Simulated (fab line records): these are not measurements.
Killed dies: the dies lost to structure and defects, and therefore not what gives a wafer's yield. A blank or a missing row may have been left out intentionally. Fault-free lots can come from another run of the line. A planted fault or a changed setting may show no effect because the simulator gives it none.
fab line records	flow nandHarc
record: lots: 24	wafers: 72	lastDay: 24
route steps=1159 shown P_GATE@122 P_CONTACT@247 P_M0@270
lots that met no fault: from a run of the same line without faults
startH: hours from the record's first day to the start of the lot's first wafer shown	waitH: hours since the lot's step before	" as in the row above	L1.1+2: a single row standing in for several wafers	- no value, or no start was given	* or withheld: withheld	< > ~ a bound
route shown NAME@n: a module of which the file shows steps, and the number in the route of the first	usual: mean/standard deviation of fault-free wafers	same: alike in all rows	chamber/n: place in a boat	sites: each site's reading	_std_site: standard deviation of those values	_edge_site: outer sites' mean less inner sites'	radiusMm: for every site, how far away it sits from the centre of the wafer	mask NAME#n: copy n	behind: the most recent tool/chamber to have shaped the wafer	hold: the reason the lot was held/the length of the hold in hours/how it ended	device: which transistor (n, p or np) failed to switch	end of line: tests run on the same wafers once the route is complete	a step given without rows: its recipe and nothing more	killed: not the wafer's yield, but the dies lost to structure and defects at the first sort	map: a wafer's dies, x killed, . not, _ none there
set.NAME: the run value of the setting; set.NAME@STEP: its run value at that earlier step	model.NAME: the simulator's own value behind a step, which no gauge read
one table for each step of the route and one row for each wafer, over a sample of lots
services: when a tool's chamber went out of use (startH, in hours from the record's first day, below 0 if earlier), for how many hours, and the reason
== steps ==
step: NHARC_P_GATE_CD_MEAS_11
recipe: targetCdNm: 1640	landingEnergyEv: 500
usual: cdNm: 1639.6/1.8
same: landingEnergyEv: 500
lot.wafer	tool	chamber	startH	waitH	cdNm
L074.2	cdSem-02	0	77.34	-	1641.2
L074.4	"	0	"	"	1640.0
L074.6	"	0	"	"	1639.6
L076.4	cdSem-02	0	82.32	-	1641.3
L076.5	"	0	"	"	1637.8
L076.6	"	0	"	"	1638.4
L075.1	cdSem-03	0	82.46	-	1640.6
L075.2	"	0	"	"	1636.0
L075.6	"	0	"	"	1639.3
L078.2	cdSem-03	0	99.51	-	1640.5
L078.4	"	0	"	"	1638.2
L078.5	"	0	"	"	1638.7
L077.1	cdSem-02	0	99.68	-	1638.5
L077.3	"	0	"	"	1638.7
L077.5	"	0	"	"	1642.2
L079.4	cdSem-02	0	104.37	-	1637.2
L079.5	"	0	"	"	1640.0
L079.6	"	0	"	"	1643.4
L080.4	cdSem-03	0	104.53	-	1641.7
L080.5	"	0	"	"	1639.7
L080.6	"	0	"	"	1640.2
L081.1	cdSem-01	0	119.28	-	1640.7
L081.3	"	0	"	"	1641.4
L081.6	"	0	"	"	1643.8
L082.1	cdSem-03	0	119.44	-	1640.7
L082.2	"	0	"	"	1643.5
L082.4	"	0	"	"	1640.6
L083.1	cdSem-01	0	135.39	-	1641.3
L083.2	"	0	"	"	1639.6
L083.3	"	0	"	"	1640.2
L084.1	cdSem-02	0	135.55	-	1639.7
L084.2	"	0	"	"	1639.1
L084.3	"	0	"	"	1639.2
L085.1	cdSem-02	0	135.71	-	1642.5
L085.2	"	0	"	"	1642.6
L085.5	"	0	"	"	1642.2
L086.3	cdSem-02	0	152.97	-	1639.7
L086.4	"	0	"	"	1637.8
L086.5	"	0	"	"	1638.9
L087.1	cdSem-02	0	153.13	-	1639.5
L087.2	"	0	"	"	1641.0
L087.6	"	0	"	"	1640.9
L088.1	cdSem-02	0	161.47	-	1637.1
L088.5	"	0	"	"	1638.0
L088.6	"	0	"	"	1637.9
L089.1	cdSem-01	0	161.63	-	1637.1
L089.4	"	0	"	"	1633.7
L089.5	"	0	"	"	1637.7
L090.1	cdSem-02	0	169.71	-	1642.1
L090.5	"	0	"	"	1641.1
L090.6	"	0	"	"	1641.5
L091.1	cdSem-03	0	177.80	-	1639.4
L091.4	"	0	"	"	1641.2
L091.5	"	0	"	"	1641.6
L092.1	cdSem-03	0	184.54	-	1638.0
L092.3	"	0	"	"	1638.2
L092.5	"	0	"	"	1636.0
L094.2	cdSem-01	0	191.42	-	1639.5
L094.4	"	0	"	"	1640.3
L094.5	"	0	"	"	1639.6
L093.2	cdSem-01	0	191.58	-	1640.8
L093.3	"	0	"	"	1640.5
L093.6	"	0	"	"	1637.9
L095.1	cdSem-02	0	203.22	-	1637.5
L095.4	"	0	"	"	1637.9
L095.5	"	0	"	"	1639.1
L096.2	cdSem-02	0	206.49	-	1639.8
L096.4	"	0	"	"	1638.3
L096.5	"	0	"	"	1640.0
L097.1	cdSem-01	0	206.65	-	1638.0
L097.2	"	0	"	"	1638.4
L097.3	"	0	"	"	1636.9
step: NHARC_P_GATE_ETCH_104
recipe: targetDepthA: 600	timeS: withheld	cf4FlowSccm: 100	chf3FlowSccm: 30	arFlowSccm: 0	rfW: 500	biasW: 200	chemistry: CF4/CHF3
usual: cf4FlowSccm: 100.00/0.29	drypumpMotorCurrentA: 5.7/0.46	oesProductAu: 0.943/0.023	rfVppV: 370.9/1.5	showerheadPlenumPTorr: 1.58/0.037	throttleValvePct: 16.803/0.0088
lot.wafer	tool	chamber	startH	waitH	cf4FlowSccm	drypumpMotorCurrentA	oesProductAu	rfVppV	showerheadPlenumPTorr	throttleValvePct
L074.2	rieDiel-13	2	92.80	0.1	99.72	6.1	0.949	372.0	1.63	16.812
L074.4	"	0	"	"	99.78	5.6	0.933	372.1	1.59	16.795
L074.6	"	3	"	"	99.72	5.0	0.922	370.7	1.55	16.796
L075.1	rieDiel-13	2	96.35	0.1	100.35	6.1	0.941	372.0	1.63	16.795
L075.2	"	1	"	"	100.22	6.1	0.919	370.3	1.57	16.805
L075.6	"	3	"	"	100.05	5.1	0.924	370.0	1.55	16.794
L076.4	rieDiel-13	3	96.62	0.1	100.28	5.1	0.919	370.9	1.55	16.786
L076.6	"	2	"	"	99.80	6.1	0.944	371.7	1.63	16.803
L076.5	"	3	"	"	100.38	5.1	0.922	370.5	1.55	16.808
L078.2	rieDiel-13	1	115.28	0.1	99.82	6.1	0.946	370.9	1.57	16.795
L078.4	"	0	"	"	99.73	5.6	0.977	370.7	1.59	16.809
L078.5	"	1	"	"	100.19	6.1	0.950	371.5	1.57	16.801
L077.1	rieDiel-13	3	115.54	0.1	100.15	5.1	0.981	368.0	1.55	16.811
L077.3	"	1	"	"	100.30	6.1	0.933	370.7	1.57	16.799
L077.5	"	3	"	"	100.15	5.1	0.968	369.5	1.55	16.802
L079.4	rieDiel-13	3	121.24	0.1	100.35	5.1	0.993	369.3	1.55	16.808
L079.5	"	1	"	"	99.98	6.1	0.953	370.8	1.57	16.809
L079.6	"	2	"	"	100.12	6.1	0.976	371.9	1.62	16.815
L080.4	rieDiel-09	3	121.72	0.1	99.96	5.7	0.912	368.8	1.54	16.798
L080.5	"	0	"	"	99.90	5.5	0.934	372.3	1.66	16.795
L080.6	"	1	"	"	99.79	6.7	0.916	373.8	1.66	16.822
L081.3	rieDiel-13	3	133.14	0.1	99.74	5.1	0.948	369.8	1.55	16.815
L081.1	"	0	"	"	100.27	5.6	0.932	370.7	1.59	16.794
L081.6	"	3	"	"	100.07	5.1	0.943	369.6	1.55	16.808
L082.4	rieDiel-13	3	133.38	0.1	100.22	5.0	0.932	370.6	1.55	16.793
L082.2	"	1	"	"	99.46	6.1	0.917	370.3	1.57	16.801
L082.1	"	2	"	"	99.89	6.1	0.939	374.1	1.62	16.812
L084.1	rieDiel-13	2	150.04	0.1	99.42	6.2	0.938	372.4	1.62	16.808
L084.2	"	3	"	"	99.47	5.1	0.940	369.8	1.55	16.803
L084.3	"	1	"	"	100.00	6.1	0.917	370.3	1.57	16.812
L083.1	rieDiel-13	1	150.44	0.1	99.79	6.1	0.970	368.7	1.57	16.815
L083.2	"	3	"	"	100.02	5.0	0.967	370.4	1.55	16.807
L083.3	"	0	"	"	100.43	5.6	0.964	370.8	1.59	16.813
L085.1	rieDiel-11	2	150.79	0.1	100.27	6.0	0.961	371.5	1.63	16.792
L085.2	"	0	"	"	99.90	6.0	0.997	372.2	1.58	16.819
L085.5	"	1	"	"	99.40	5.3	0.962	368.8	1.51	16.788
L086.3	rieDiel-13	1	167.30	0.1	99.82	6.1	0.917	371.2	1.57	16.813
L086.4	"	2	"	"	100.09	6.2	0.943	372.3	1.62	16.808
L086.5	"	1	"	"	100.01	6.1	0.920	370.2	1.57	16.800
L087.1	rieDiel-11	2	167.46	0.1	99.92	6.0	0.956	372.5	1.63	16.796
L087.2	"	3	"	"	99.57	5.0	0.941	370.5	1.57	16.810
L087.6	"	1	"	"	100.09	5.4	0.955	368.7	1.51	16.808
L088.1	rieDiel-11	1	181.39	0.1	100.15	5.3	0.931	368.6	1.50	16.811
L088.6	"	3	"	"	100.15	5.0	0.934	369.8	1.57	16.812
L088.5	"	0	"	"	100.26	6.0	0.938	369.1	1.58	16.817
L089.4	rieDiel-11	2	182.00	0.1	100.27	6.0	0.921	372.2	1.63	16.796
L089.1	"	3	"	"	100.03	5.0	0.919	371.2	1.57	16.801
L089.5	"	1	"	"	99.76	5.3	0.916	367.5	1.50	16.810
L090.1	rieDiel-11	0	187.68	0.1	99.78	6.0	0.998	371.1	1.58	16.795
L090.6	"	2	"	"	100.61	6.0	0.963	372.7	1.63	16.793
L090.5	"	3	"	"	99.90	5.0	0.983	371.0	1.57	16.808
L091.4	rieDiel-09	3	193.57	0.1	100.22	5.7	0.914	369.0	1.53	16.800
L091.1	"	1	"	"	100.22	6.7	0.915	373.4	1.65	16.808
L091.5	"	3	"	"	99.95	5.7	0.906	370.0	1.53	16.808
L092.1	rieDiel-13	3	199.87	0.1	99.87	5.1	0.975	369.3	1.55	16.807
L092.3	"	0	"	"	99.73	5.6	0.983	370.8	1.59	16.806
L092.5	"	2	"	"	100.05	6.2	0.957	371.0	1.62	16.794
L093.3	rieDiel-13	1	206.42	0.1	100.31	6.1	0.915	370.2	1.57	16.815
L093.2	"	0	"	"	100.53	5.6	0.938	371.3	1.59	16.809
L093.6	"	1	"	"	100.20	6.1	0.915	369.8	1.57	16.802
L094.2	rieDiel-13	3	207.13	0.1	99.91	5.1	0.961	368.7	1.55	16.789
L094.4	"	0	"	"	100.22	5.6	0.965	369.4	1.59	16.810
L094.5	"	2	"	"	100.37	6.2	0.963	370.1	1.62	16.799
L095.4	rieDiel-13	2	217.65	0.1	99.42	6.1	0.940	372.5	1.62	16.791
L095.1	"	0	"	"	99.92	5.6	0.940	372.2	1.59	16.811
L095.5	"	3	"	"	99.76	5.0	0.923	370.1	1.55	16.796
L096.2	rieDiel-13	0	221.00	0.1	99.46	5.6	0.930	370.0	1.59	16.798
L096.4	"	1	"	"	100.14	6.1	0.902	370.6	1.57	16.808
L096.5	"	0	"	"	99.98	5.5	0.925	371.9	1.59	16.798
L097.1	rieDiel-11	3	221.38	0.3	100.16	5.0	0.937	369.2	1.56	16.804
L097.2	"	0	"	"	100.74	6.0	0.971	370.7	1.58	16.799
L097.3	"	2	"	"	100.12	6.0	0.943	372.8	1.63	16.803
step: NHARC_P_GATE_STRIP_113
recipe: powerW: 1500	tempC: 110	timeS: 740	chemistry: N2/H2
usual: drypumpMotorCurrentA: 5.7/0.61	heaterPowerW: 98/7.1
lot.wafer	tool	chamber	startH	waitH	drypumpMotorCurrentA	heaterPowerW	rfHoursCounterH
L074.2	plasmaAsher-01	0	109.34	0.3	5.8	103	0
L074.4	"	1	"	"	4.8	104	-
L074.6	"	0	"	"	5.8	99	-
L076.4	plasmaAsher-01	1	112.96	0.3	4.8	105	-
L076.5	"	1	"	"	4.8	107	-
L076.6	"	0	"	"	5.8	105	-
L075.2	plasmaAsher-01	1	114.26	0.2	4.8	106	2
L075.1	"	0	"	"	5.8	100	2
L075.6	"	0	"	"	5.8	101	-
L078.2	plasmaAsher-01	1	130.93	0.2	4.8	106	5
L078.4	"	0	"	"	5.8	102	-
L078.5	"	1	"	"	4.8	103	-
L077.1	plasmaAsher-01	0	133.77	0.4	5.8	102	7
L077.3	"	0	"	"	5.8	104	-
L077.5	"	0	"	"	5.8	103	-
L079.4	plasmaAsher-01	1	137.12	0.3	4.8	106	-
L079.6	"	1	"	"	4.8	103	-
L079.5	"	0	"	"	5.8	102	-
L080.4	plasmaAsher-02	0	137.83	0.3	6.6	91	-
L080.6	"	0	"	"	6.5	94	-
L080.5	"	1	"	"	5.8	87	-
L081.1	plasmaAsher-02	0	149.58	0.3	6.6	91	46
L081.3	"	1	"	"	5.8	89	-
L081.6	"	0	"	"	6.6	92	-
L082.1	plasmaAsher-01	0	149.74	0.3	5.7	101	14
L082.2	"	1	"	"	4.8	104	14
L082.4	"	0	"	"	5.8	102	-
L084.2	plasmaAsher-02	0	165.58	0.2	6.6	92	51
L084.1	"	1	"	"	5.8	88	51
L084.3	"	1	"	"	5.8	88	-
L083.1	plasmaAsher-01	1	166.07	0.2	4.8	105	20
L083.2	"	0	"	"	5.8	101	20
L083.3	"	0	"	"	5.8	100	-
L085.2	plasmaAsher-01	1	172.59	0.2	4.8	106	22
L085.1	"	0	"	"	5.7	101	22
L085.5	"	0	"	"	5.7	101	-
L087.1	plasmaAsher-01	0	183.08	0.2	5.8	101	26
L087.2	"	1	"	"	4.8	106	26
L087.6	"	1	"	"	4.8	104	-
L086.4	plasmaAsher-02	0	183.12	0.3	6.6	91	-
L086.3	"	1	"	"	5.8	88	-
L086.5	"	0	"	"	6.5	90	-
L088.1	plasmaAsher-02	0	197.37	0.3	6.6	92	1
L088.5	"	1	"	"	5.8	89	-
L088.6	"	0	"	"	6.6	91	-
L089.1	plasmaAsher-01	1	198.08	0.4	4.8	106	31
L089.4	"	0	"	"	5.8	102	-
L089.5	"	0	"	"	5.8	102	-
L090.1	plasmaAsher-02	0	203.76	0.2	6.6	94	4
L090.5	"	0	"	"	6.6	93	-
L090.6	"	1	"	"	5.8	88	-
L091.1	plasmaAsher-02	0	209.52	0.3	6.6	91	6
L091.4	"	1	"	"	5.8	88	-
L091.5	"	1	"	"	5.8	87	-
L092.1	plasmaAsher-01	0	218.23	0.2	5.8	102	37
L092.3	"	1	"	"	4.8	107	-
L092.5	"	0	"	"	5.7	99	-
L093.2	plasmaAsher-02	0	222.16	0.3	6.5	91	10
L093.3	"	1	"	"	5.8	86	-
L093.6	"	1	"	"	5.8	88	-
L094.2	plasmaAsher-01	0	222.85	0.4	5.8	100	39
L094.4	"	1	"	"	4.8	107	-
L094.5	"	0	"	"	5.8	99	-
L095.1	plasmaAsher-02	1	233.41	0.3	5.8	88	13
L095.4	"	0	"	"	6.5	91	-
L095.5	"	1	"	"	5.8	86	-
L096.2	plasmaAsher-01	1	236.89	0.3	4.8	103	43
L096.4	"	1	"	"	4.8	105	-
L096.5	"	0	"	"	5.7	103	-
L097.2	plasmaAsher-02	1	237.44	0.2	5.8	89	16
L097.1	"	0	"	"	6.5	92	16
L097.3	"	1	"	"	5.8	87	-
step: NHARC_P_CONTACT_ALD_22
recipe: targetThkA: 30	pulseTimeS: 1	aldCycles: 150	tempC: 450	material: TiN
usual: heaterPowerW: 1084/100	precursorPulseHeightRel: 0.999/0.023
lot.wafer	tool	chamber	startH	waitH	heaterPowerW	precursorPulseHeightRel	sinceWetCleanH
L074.2	aldMetal-03	2	115.44	-	947	1.028	139
L074.4	"	0	"	"	1307	0.993	140
L074.6	"	1	"	"	1082	1.011	-
L076.4	aldMetal-01	2	119.07	-	1063	1.023	7
L076.6	"	2	"	"	1093	1.061	-
L076.5	"	3	"	"	1248	1.006	-
L075.1	aldMetal-03	2	120.58	-	934	0.977	145
L075.2	"	3	"	"	1029	0.994	145
L075.6	"	0	"	"	1319	0.970	-
L078.2	aldMetal-02	0	137.59	-	1123	1.015	120
L078.4	"	1	"	"	1015	1.017	120
L078.5	"	3	"	"	1152	1.010	-
L077.3	aldMetal-02	1	139.80	-	1025	0.981	122
L077.1	"	3	"	"	1116	1.010	122
L077.5	"	2	"	"	1023	0.973	-
L079.4	aldMetal-03	2	143.03	-	992	1.012	167
L079.5	"	1	"	"	1074	0.987	-
L079.6	"	2	"	"	975	1.001	-
L080.4	aldMetal-02	3	143.72	-	1136	0.949	126
L080.6	"	3	"	"	1145	0.949	-
L080.5	"	0	"	"	1135	0.978	-
L081.3	aldMetal-01	1	155.76	-	1114	1.010	44
L081.1	"	2	"	"	1077	1.000	44
L081.6	"	3	"	"	1198	0.990	-
L082.1	aldMetal-02	2	156.32	-	1054	0.945	138
L082.4	"	0	"	"	1142	1.021	138
L082.2	"	1	"	"	1014	1.013	138
L084.2	aldMetal-03	1	171.74	-	1024	0.982	18
L084.3	"	2	"	"	947	0.995	18
L084.1	"	3	"	"	1061	0.970	18
L083.2	aldMetal-01	2	172.50	-	1064	0.973	61
L083.3	"	3	"	"	1231	0.998	61
L083.1	"	1	"	"	1083	1.026	61
L085.2	aldMetal-01	0	179.08	-	999	0.996	67
L085.1	"	3	"	"	1229	1.035	67
L085.5	"	1	"	"	1097	0.966	-
L086.4	aldMetal-01	2	189.17	-	1079	0.994	77
L086.3	"	3	"	"	1233	1.032	77
L086.5	"	1	"	"	1094	1.027	-
L087.1	aldMetal-03	0	189.52	-	1317	0.978	36
L087.2	"	1	"	"	1012	1.045	36
L087.6	"	0	"	"	1325	1.004	-
L088.1	aldMetal-01	0	203.72	-	1000	1.004	92
L088.6	"	1	"	"	1116	1.005	-
L088.5	"	2	"	"	1067	0.960	-
L089.4	aldMetal-02	3	204.64	-	1167	0.999	9
L089.1	"	0	"	"	1040	1.011	9
L089.5	"	2	"	"	1082	0.978	-
L090.1	aldMetal-03	0	209.99	-	1372	1.007	56
L090.5	"	2	"	"	959	0.989	-
L090.6	"	3	"	"	1017	0.981	-
L091.1	aldMetal-01	3	216.15	-	1243	1.030	104
L091.4	"	0	"	"	994	1.020	104
L091.5	"	3	"	"	1242	0.967	-
L092.1	aldMetal-02	3	224.34	-	1165	1.017	28
L092.3	"	1	"	"	956	1.039	28
L092.5	"	3	"	"	1140	0.973	-
L093.3	aldMetal-03	1	228.20	-	1039	1.011	74
L093.2	"	2	"	"	943	1.001	74
L093.6	"	2	"	"	954	1.001	-
L094.2	aldMetal-02	3	229.41	-	1153	0.994	33
L094.4	"	1	"	"	968	0.967	33
L094.5	"	0	"	"	1051	0.978	-
L095.1	aldMetal-02	3	239.65	-	1143	1.013	44
L095.4	"	1	"	"	972	1.018	44
L095.5	"	3	"	"	1170	0.964	-
L097.3	aldMetal-03	2	243.81	-	946	0.969	90
L097.1	"	3	"	"	1021	1.037	90
L097.2	"	0	"	"	1355	1.016	90
L096.2	aldMetal-02	1	244.10	-	965	0.993	48
L096.4	"	0	"	"	1058	1.003	48
L096.5	"	1	"	"	985	1.014	-
step: NHARC_P_CONTACT_CMP_24
recipe: tOverpolishS: 30	targetThkNm: 200
usual: motorCurrentA: 11.5/0.83	overpolishRunS: 30.000/0.0089	timeToEndpointS: 38.5/2.5
lot.wafer	tool	chamber	startH	waitH	motorCurrentA	overpolishRunS	timeToEndpointS
L074.2	cmp-02	3	117.61	0.6	12.7	29.993	38.3
L074.4	"	1	"	"	10.4	29.991	41.8
L074.6	"	3	"	"	11.8	29.990	37.1
L076.4	cmp-03	2	120.30	0.4	10.1	29.999	36.3
L076.6	"	2	"	"	10.8	30.001	35.9
L076.5	"	3	"	"	11.0	30.005	37.4
L075.1	cmp-03	0	125.36	0.5	11.3	29.993	39.5
L075.2	"	1	"	"	14.3	29.992	37.9
L075.6	"	2	"	"	10.1	30.006	38.0
L078.4	cmp-04	2	138.40	0.3	10.8	30.008	40.3
L078.2	"	0	"	"	11.2	30.005	42.3
L078.5	"	3	"	"	12.9	30.005	37.4
L077.1	cmp-02	2	140.66	0.6	11.3	29.999	42.6
L077.3	"	0	"	"	11.6	29.997	38.2
L077.5	"	2	"	"	10.8	29.991	41.0
L079.4	cmp-04	3	148.28	0.3	12.0	30.002	36.9
L079.5	"	3	"	"	11.5	30.007	38.4
L079.6	"	0	"	"	11.1	30.012	42.5
L080.4	cmp-02	2	149.40	0.5	11.6	29.993	39.2
L080.6	"	0	"	"	11.1	30.006	33.8
L080.5	"	1	"	"	11.0	29.993	36.1
L081.3	cmp-04	0	158.46	0.4	11.0	29.992	41.5
L081.1	"	2	"	"	10.8	30.004	37.4
L081.6	"	1	"	"	10.7	29.996	41.2
L082.1	cmp-02	2	159.00	0.5	11.1	29.975	39.8
L082.4	"	3	"	"	12.6	30.003	32.3
L082.2	"	0	"	"	11.5	29.997	37.2
L084.3	cmp-02	0	172.59	0.4	11.1	30.006	37.9
L084.1	"	1	"	"	11.5	29.996	37.2
L084.2	"	3	"	"	12.9	30.019	32.6
L083.1	cmp-04	1	173.35	0.6	11.1	30.005	41.6
L083.2	"	2	"	"	11.3	29.991	38.7
L083.3	"	0	"	"	11.9	30.002	38.7
L085.1	cmp-03	3	179.95	0.5	11.8	30.011	38.9
L085.2	"	1	"	"	14.1	30.001	37.1
L085.5	"	0	"	"	11.8	30.012	39.7
L086.4	cmp-03	0	191.69	0.4	11.0	30.013	41.5
L086.3	"	1	"	"	13.4	30.009	40.6
L086.5	"	0	"	"	11.4	30.005	38.8
L087.1	cmp-02	2	192.20	0.5	10.5	30.000	39.1
L087.2	"	1	"	"	11.9	29.999	39.1
L087.6	"	2	"	"	11.2	29.994	38.0
L088.1	cmp-02	0	209.93	0.6	11.8	30.016	41.5
L088.5	"	3	"	"	12.0	30.006	35.5
L088.6	"	0	"	"	11.7	30.007	40.7
L089.4	cmp-04	3	210.50	0.3	11.8	29.980	37.5
L089.1	"	0	"	"	11.0	30.004	40.3
L089.5	"	2	"	"	11.2	29.996	36.3
L090.1	cmp-04	0	212.67	0.5	10.7	29.997	38.2
L090.6	"	1	"	"	10.3	30.002	40.0
L090.5	"	2	"	"	11.7	29.996	36.7
L091.1	cmp-03	0	218.61	0.5	11.3	30.013	42.7
L091.4	"	2	"	"	10.3	30.000	39.4
L091.5	"	1	"	"	14.1	30.003	37.8
L092.1	cmp-04	1	225.88	0.7	10.8	29.993	42.2
L092.3	"	2	"	"	11.1	29.996	38.5
L092.5	"	0	"	"	10.8	29.994	42.0
L093.3	cmp-04	0	233.89	0.4	10.9	29.998	36.2
L093.2	"	1	"	"	10.3	30.024	40.3
L093.6	"	1	"	"	11.0	30.000	38.1
L094.4	cmp-02	1	234.92	0.4	11.8	30.014	37.3
L094.2	"	3	"	"	13.1	29.992	31.9
L094.5	"	0	"	"	12.0	29.995	39.1
L095.4	cmp-02	2	240.50	0.3	10.6	29.998	40.2
L095.1	"	3	"	"	12.7	30.004	35.8
L095.5	"	1	"	"	10.7	29.999	40.0
L097.1	cmp-04	2	244.65	0.5	11.3	29.993	36.5
L097.3	"	3	"	"	11.7	30.001	37.2
L097.2	"	1	"	"	11.5	29.988	40.5
L096.4	cmp-02	0	244.96	0.4	11.4	30.001	39.8
L096.2	"	1	"	"	11.9	30.006	37.9
L096.5	"	0	"	"	11.8	30.012	39.1
step: NHARC_P_M0_STRIP_18
recipe: powerW: 1000	n2FlowSccm: 150	h2FlowSccm: 150	arFlowSccm: 0	biasW: 0	chemistry: N2/H2
usual: drypumpMotorCurrentA: 5.6/0.56	oesProductAu: 1.000/0.0091	rfVppV: 90.8/0.92	showerheadPlenumPTorr: 2.08/0.07	throttleValvePct: 14.172/0.0075
lot.wafer	tool	chamber	startH	waitH	drypumpMotorCurrentA	oesProductAu	rfHoursCounterH	rfVppV	showerheadPlenumPTorr	throttleValvePct
L074.4	rieDiel-03	3	119.52	0.1	5.2	1.010	5.3	90.5	2.01	14.181
L074.2	"	1	"	"	5.5	1.007	4.8	89.3	2.07	14.173
L074.6	"	3	"	"	5.3	0.994	-	89.9	2.01	14.179
L076.4	rieDiel-03	3	122.49	0.1	5.3	0.982	5.8	91.2	2.01	14.171
L076.5	"	2	"	"	5.7	0.992	-	90.7	2.17	14.174
L076.6	"	3	"	"	5.3	0.997	-	91.2	2.01	14.167
L075.1	rieDiel-05	0	127.04	0.1	6.1	0.997	10.3	91.7	2.07	14.157
L075.2	"	1	"	"	6.7	0.999	10.3	90.9	2.05	14.174
L075.6	"	1	"	"	6.7	1.006	-	90.7	2.05	14.178
L078.4	rieDiel-03	1	140.26	0.1	5.5	1.000	6.3	90.2	2.07	14.170
L078.2	"	0	"	"	4.8	1.000	6.9	90.3	2.19	14.183
L078.5	"	1	"	"	5.4	1.001	-	90.9	2.07	14.168
L077.1	rieDiel-05	0	142.44	0.1	6.1	0.997	10.9	91.6	2.07	14.174
L077.3	"	1	"	"	6.7	0.993	10.9	91.4	2.05	14.171
L077.5	"	3	"	"	6.5	0.994	-	90.3	2.05	14.179
L079.5	rieDiel-08	2	150.34	0.2	5.6	1.003	-	91.5	2.14	14.166
L079.4	"	3	"	"	5.8	1.011	-	88.3	2.02	14.155
L079.6	"	1	"	"	5.0	0.999	-	91.3	2.01	14.169
L080.5	rieDiel-08	1	151.24	0.2	5.0	1.009	-	89.2	2.01	14.160
L080.4	"	2	"	"	5.6	0.998	-	90.6	2.14	14.177
L080.6	"	3	"	"	5.8	1.014	-	92.6	2.02	14.164
L081.3	rieDiel-03	0	160.32	0.1	4.8	0.999	8.6	91.9	2.19	14.178
L081.1	"	1	"	"	5.5	1.005	7.7	90.5	2.07	14.180
L081.6	"	1	"	"	5.5	1.008	-	91.0	2.07	14.157
L082.4	rieDiel-03	2	160.86	0.1	5.6	1.000	7.5	92.0	2.17	14.182
L082.1	"	3	"	"	5.3	0.994	8.4	89.5	2.01	14.177
L082.2	"	1	"	"	5.5	1.007	7.7	91.3	2.07	14.175
L084.2	rieDiel-03	0	174.35	0.1	4.9	1.014	9.8	89.2	2.19	14.181
L084.3	"	1	"	"	5.5	0.988	9.0	91.0	2.07	14.164
L084.1	"	2	"	"	5.7	1.002	8.5	91.1	2.17	14.164
L083.1	rieDiel-03	0	175.11	0.1	4.8	1.007	9.8	91.4	2.19	14.167
L083.2	"	2	"	"	5.7	0.993	8.6	91.9	2.17	14.182
L083.3	"	3	"	"	5.3	0.988	9.4	92.6	2.01	14.178
L085.1	rieDiel-08	2	181.83	0.1	5.6	1.006	4.9	92.2	2.14	14.166
L085.2	"	0	"	"	6.4	0.998	2.6	91.6	2.04	14.170
L085.5	"	2	"	"	5.6	0.999	-	90.6	2.14	14.174
L086.3	rieDiel-08	2	193.57	0.1	5.6	1.004	5.5	90.3	2.14	14.184
L086.4	"	3	"	"	5.8	1.006	5.6	90.7	2.02	14.169
L086.5	"	1	"	"	5.0	1.017	-	90.1	2.01	14.168
L087.2	rieDiel-08	2	194.52	0.1	5.6	0.998	5.6	91.0	2.14	14.167
L087.1	"	3	"	"	5.8	1.007	5.6	89.3	2.02	14.169
L087.6	"	2	"	"	5.6	0.993	-	89.3	2.14	14.173
L088.1	rieDiel-08	0	211.86	0.1	6.4	0.992	4.6	90.8	2.04	14.169
L088.6	"	0	"	"	6.4	0.994	-	90.8	2.04	14.180
L088.5	"	1	"	"	5.0	1.003	-	90.2	2.01	14.171
L089.4	rieDiel-08	3	212.32	0.1	5.8	1.008	7.2	91.1	2.02	14.158
L089.1	"	1	"	"	5.0	0.997	6.9	90.2	2.01	14.180
L089.5	"	0	"	"	6.4	0.985	-	90.5	2.04	14.171
L090.1	rieDiel-08	3	214.39	0.1	5.8	1.007	7.3	91.1	2.02	14.177
L090.6	"	1	"	"	5.0	0.997	-	90.7	2.01	14.173
L090.5	"	2	"	"	5.6	0.986	-	90.5	2.14	14.165
L091.4	rieDiel-05	0	220.63	0.1	6.1	1.011	3.9	89.8	2.07	14.175
L091.1	"	1	"	"	6.8	0.992	3.9	93.6	2.05	14.167
L091.5	"	3	"	"	6.6	0.986	-	90.4	2.05	14.175
L092.1	rieDiel-08	1	227.72	0.1	5.0	1.008	7.6	90.7	2.01	14.164
L092.3	"	2	"	"	5.6	0.995	7.8	90.2	2.14	14.168
L092.5	"	1	"	"	5.0	0.995	-	90.8	2.01	14.167
L093.2	rieDiel-03	0	235.66	0.1	4.8	0.995	0.1	91.9	2.19	14.157
L093.3	"	2	"	"	5.6	0.986	0.1	91.6	2.17	14.169
L093.6	"	3	"	"	5.3	1.014	-	88.8	2.01	14.173
L094.4	rieDiel-03	1	236.71	0.1	5.4	1.010	0.1	91.1	2.07	14.157
L094.2	"	2	"	"	5.7	0.997	0.2	91.2	2.17	14.177
L094.5	"	0	"	"	4.9	0.990	-	91.0	2.19	14.169
L095.4	rieDiel-05	1	242.21	0.1	6.7	0.994	4.8	90.5	2.05	14.180
L095.1	"	3	"	"	6.5	0.992	3.8	90.3	2.05	14.182
L095.5	"	2	"	"	4.6	1.013	-	90.9	2.21	14.185
L097.3	rieDiel-08	3	246.54	0.1	5.8	0.998	9.6	90.3	2.02	14.176
L097.2	"	0	"	"	6.4	0.995	6.6	91.1	2.04	14.160
L097.1	"	1	"	"	5.0	1.003	8.8	90.6	2.01	14.181
L096.2	rieDiel-03	3	246.96	0.1	5.2	1.015	1.5	91.4	2.01	14.167
L096.4	"	2	"	"	5.6	0.996	-	90.1	2.17	14.172
L096.5	"	3	"	"	5.2	1.012	-	90.1	2.01	14.187
== services ==
tool	chamber	startH	hours	kind
cmp-04	-	86.62	1.3	repair
rieDiel-08	3	90.47	8.0	repair
rieDiel-13	-	99.00	9.0	pm
plasmaAsher-01	-	99.61	9.0	pm
cmp-04	-	105.13	4.0	pm
cmp-02	-	120.28	1.0	repair
rieDiel-08	-	124.80	9.0	pm
plasmaAsher-02	-	125.13	3.3	repair
cmp-02	-	128.54	4.0	pm
aldMetal-03	-	144.00	10.0	pm
rieDiel-08	0	148.47	21.4	repair
cmp-02	-	156.95	1.9	repair
cmp-02	-	163.55	1.6	repair
aldMetal-03	-	163.81	0.6	repair
plasmaAsher-02	-	183.66	9.0	pm
aldMetal-02	-	186.03	10.0	pm
cmp-04	-	203.25	4.0	pm
rieDiel-03	-	215.30	9.0	pm
cmp-02	-	226.54	4.0	pm
aldMetal-02	1	230.47	2.4	repair
cmp-04	-	237.38	0.3	repair
rieDiel-03	1	237.99	10.2	repair
rieDiel-13	3	240.82	10.0	repair
rieDiel-03	0	240.92	4.2	repair
== key ==
fault none
